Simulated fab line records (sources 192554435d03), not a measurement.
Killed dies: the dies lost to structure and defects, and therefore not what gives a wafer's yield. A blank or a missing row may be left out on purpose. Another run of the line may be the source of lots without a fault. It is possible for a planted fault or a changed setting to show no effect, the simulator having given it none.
Chamber matching || flow n5 finfet || N5_FIN_SAQP_ALD_61 on ald sin-01: 4 sister chambers
The step deposits SiO2, target thk 4 nm, pulse time 1 s, purge time 2 s. 16 wafers are shown with their chamber, then 8 later ones without.

EACH WAFER AND ITS CHAMBER
{"wafer": "L074.1", "chamber": 1, "heater power w (W)": 493, "precursor pulse height rel": 0.999}
{"wafer": "L074.4", "chamber": 2, "heater power w (W)": 384, "precursor pulse height rel": 1.025}
{"wafer": "L074.6", "chamber": 1, "heater power w (W)": 494, "precursor pulse height rel": 1.008}
{"wafer": "L075.1", "chamber": 0, "heater power w (W)": 518, "precursor pulse height rel": 1.024}
{"wafer": "L075.2", "chamber": 1, "heater power w (W)": 495, "precursor pulse height rel": 0.971}
{"wafer": "L075.6", "chamber": 2, "heater power w (W)": 369, "precursor pulse height rel": 1.024}
{"wafer": "L077.1", "chamber": 0, "heater power w (W)": 527, "precursor pulse height rel": 1.007}
{"wafer": "L077.4", "chamber": 2, "heater power w (W)": 374, "precursor pulse height rel": 1.013}
{"wafer": "L077.5", "chamber": 1, "heater power w (W)": 501, "precursor pulse height rel": 1.062}
{"wafer": "L080.1", "chamber": 3, "heater power w (W)": 392, "precursor pulse height rel": 0.997}
{"wafer": "L080.5", "chamber": 2, "heater power w (W)": 384, "precursor pulse height rel": 0.947}
{"wafer": "L080.6", "chamber": 1, "heater power w (W)": 494, "precursor pulse height rel": 1.014}
{"wafer": "L081.1", "chamber": 2, "heater power w (W)": 378, "precursor pulse height rel": 1.004}
{"wafer": "L081.2", "chamber": 0, "heater power w (W)": 522, "precursor pulse height rel": 1.013}
{"wafer": "L081.3", "chamber": 3, "heater power w (W)": 397, "precursor pulse height rel": 0.993}
{"wafer": "L087.3", "chamber": 3, "heater power w (W)": 404, "precursor pulse height rel": 1.015}

SIGNATURES, as means of the wafers listed above
{"reading": "heater power w", "chamber 0": 522.33, "chamber 1": 495.40, "chamber 2": 377.80, "chamber 3": 397.67, "scatter within a chamber": 5.19}
{"reading": "precursor pulse height rel", "chamber 0": 1.01467, "chamber 1": 1.01080, "chamber 2": 1.00260, "chamber 3": 1.00167, "scatter within a chamber": 0.0273}
Rule: for each reading, subtract the chamber's mean from the wafer's reading, divide by that reading's scatter and square the result; add these up over the readings and take the root, which gives the wafer's distance from the chamber. The wafer belongs to the nearest chamber; if the next one is less than 2 further off, it can't be placed. The scatter: the root of (the sum of the squares of (reading less its chamber's mean) over the shown wafers, divided by (wafers less chambers)).

WAFERS MISSING THEIR CHAMBER
{"wafer": "L087.5", "heater power w (W)": 393, "precursor pulse height rel": 0.964}
{"wafer": "L087.6", "heater power w (W)": 385, "precursor pulse height rel": 0.987}
{"wafer": "L095.1", "heater power w (W)": 482, "precursor pulse height rel": 0.993}
{"wafer": "L095.2", "heater power w (W)": 500, "precursor pulse height rel": 1.008}
{"wafer": "L095.3", "heater power w (W)": 402, "precursor pulse height rel": 1.005}
{"wafer": "L096.1", "heater power w (W)": 478, "precursor pulse height rel": 0.976}
{"wafer": "L096.3", "heater power w (W)": 506, "precursor pulse height rel": 0.979}
{"wafer": "L096.4", "heater power w (W)": 515, "precursor pulse height rel": 1.025}

EACH ONE'S CHAMBER
{"wafer": "L087.5", "from the rows above": "can't be placed: 3 or 2", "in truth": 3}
{"wafer": "L087.6", "from the rows above": "can't be placed: 2 or 3", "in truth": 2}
{"wafer": "L095.1", "from the rows above": 1, "in truth": 1}
{"wafer": "L095.2", "from the rows above": 1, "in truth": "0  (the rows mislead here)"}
{"wafer": "L095.3", "from the rows above": 3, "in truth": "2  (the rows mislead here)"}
{"wafer": "L096.1", "from the rows above": 1, "in truth": 1}
{"wafer": "L096.3", "from the rows above": "can't be placed: 1 or 0", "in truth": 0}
{"wafer": "L096.4", "from the rows above": 0, "in truth": 0}
Correct placement for 3 of the 8. Cannot be placed on the basis of these rows: 3; the candidates contain the true chamber in 3. Wrongly placed: 2.
